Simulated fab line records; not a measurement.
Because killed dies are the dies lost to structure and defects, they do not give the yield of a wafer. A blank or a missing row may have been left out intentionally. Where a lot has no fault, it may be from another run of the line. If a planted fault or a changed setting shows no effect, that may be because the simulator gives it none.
A lot that was struck, set against a sound lot ; flow n5 finfet ; 15 out of 1938 route steps
Sound: wafers L993.2, L993.3, L993.5. The struck wafers were L100.2, L100.4, L100.5. The cause is named last.
Order at every step that has rows: each side's tool, ch and its chambers, its first start. Under that, the readings that differ: sound wafers ; struck wafers ; difference of the means ; sigmas: that difference in standard deviations of wafers without a fault.
alike: words and numbers the same on both sides, and readings whose means are apart by under 2 such deviations; not compared: readings that were withheld, readings missing a value for some wafer, numbers with overlapping values and no deviation given by the record, and bounds like >300 which may hide the same value.
The two part at a step that has a row with sigmas, a row that says differs or no value, or rows on one side only. Numbers that don't overlap but have no deviation are shown without sigmas and don't part them. A reading missing from all wafers of one side parts the sides only when that side holds two or more wafers.

N5_HKMG_FIN_ETCH_86: etches SOC in N2/H2, stops on TiN, target depth 393.2 nm.
  sound on rie diel-04 ch 0,3, day 4 23:15; struck on rie diel-03 ch 0,2, day 6 17:40
  alike: drypump motor current A, oes product au, rf fwd power W, rf vpp V, showerhead plenum p Torr, throttle valve pct
  not compared: rf hours counter h
then, 3 steps without rows for these wafers: N5_HKMG_FIN_STRIP_89 (strips SOC in N2/H2, time 20 s); N5_HKMG_FIN_WET_ETCH_87 (etches TiN in SC1, time 154.2 s, target depth 4.7 nm, rinse time 30 s); N5_HKMG_FIN_STRIP_88 (strips in N2/H2, time 360 s).
N5_HKMG_FIN_NWFM_ALD_20: deposits TiAlC, target thk 2 nm, pulse time 3 s, purge time 2 s.
  sound on ald metal-01 ch 0,2, day 4 23:53; struck on ald metal-01 ch 0,1, day 6 18:18
reading;sound;struck;difference;sigmas
precursor pulse height rel;0.965 0.969 0.990;1.026 1.051 0.993;+0.049;+2
  alike: heater power w, susceptor temp C
then, 2 steps without rows for these wafers: N5_HKMG_FIN_ALD_71 (deposits TiN, target thk 1 nm, pulse time 1 s, purge time 3 s); N5_HKMG_FIN_COAT_66 (time 60 s, resist thk 300 nm).
N5_HKMG_FIN_ETCH_67: etches SOC in N2/H2, stops on TiN, target depth 388.9 nm.
  sound on rie diel-03 ch 0,2,3, day 5 00:20; struck on rie diel-03 ch 1,2,3, day 6 18:44
  alike: drypump motor current A, oes product au, rf fwd power W, rf vpp V, showerhead plenum p Torr, throttle valve pct
  not compared: rf hours counter h
N5_HKMG_FIN_STRIP_90: strips SOC in N2/H2, time 20 s.
  sound on rie diel-03 ch 0,2,3, day 5 00:23; struck on rie diel-03 ch 1,2,3, day 6 18:48
  alike: bias power w, drypump motor current A, oes product au, rf fwd power W, rf vpp V, showerhead plenum p Torr, throttle valve pct
  not compared: rf hours counter h
then, 1 step without rows for these wafers: N5_HKMG_FIN_WET_ETCH_73 (etches the open film in SC1, time 42.3 s, target depth 1.3 nm, rinse time 30 s).
N5_HKMG_FIN_ETCHBACK_68: etches the open film in Cl2/Ar, stops on HfO2, target depth 0.5 nm.
  sound on rie metal-03 ch 0,1, day 5 00:37; struck on rie metal-01 ch 1, day 6 19:00
  alike: drypump motor current A, oes product au, rf fwd power W, throttle valve pct
  not compared: rf hours counter h
then, 1 step without rows for these wafers: N5_HKMG_FIN_STRIP_69 (strips in N2/H2, time 360 s).
N5_HKMG_FIN_ALD_21: deposits TiN, target thk 1.5 nm, pulse time 1 s, purge time 3 s.
  sound on ald metal-03 ch 0,1,3, day 5 01:08; struck on ald metal-04 ch 0,1,2, day 6 19:36
reading;sound;struck;difference;sigmas
susceptor temp C (C);400.25 400.18 399.51;396.25 396.34 396.09;-3.75;-16
  alike: heater power w, precursor pulse height rel
then, 1 step without rows for these wafers: N5_HKMG_FIN_ALD_72 (deposits W, target thk 2 nm, pulse time 1 s, purge time 2 s).
-- record jumps: 4 days separate the struck wafers' starts on either side; left off in module HKMG_FIN, taken up again in module BEOL_M4, whose first shown step is the route's number 1111 --
N5_BEOL_M4_RC_MEAS_101:
  sound on prober-02 ch 0, day 8 07:23; struck on prober-01 ch 0, day 10 21:46
reading;sound;struck;difference;sigmas
VT_P (mV);-242 -243 -246;-252 -253 -251;-8;-2
  alike: DIBL_N, DIBL_P, IOFF_N, IOFF_P, ION_N, ION_P, SS_N, SS_P, VT_N

## WHERE THEY PART
Earliest at N5_HKMG_FIN_NWFM_ALD_20; latest, in this record, at N5_BEOL_M4_RC_MEAS_101.

WHY: what the simulator had put in
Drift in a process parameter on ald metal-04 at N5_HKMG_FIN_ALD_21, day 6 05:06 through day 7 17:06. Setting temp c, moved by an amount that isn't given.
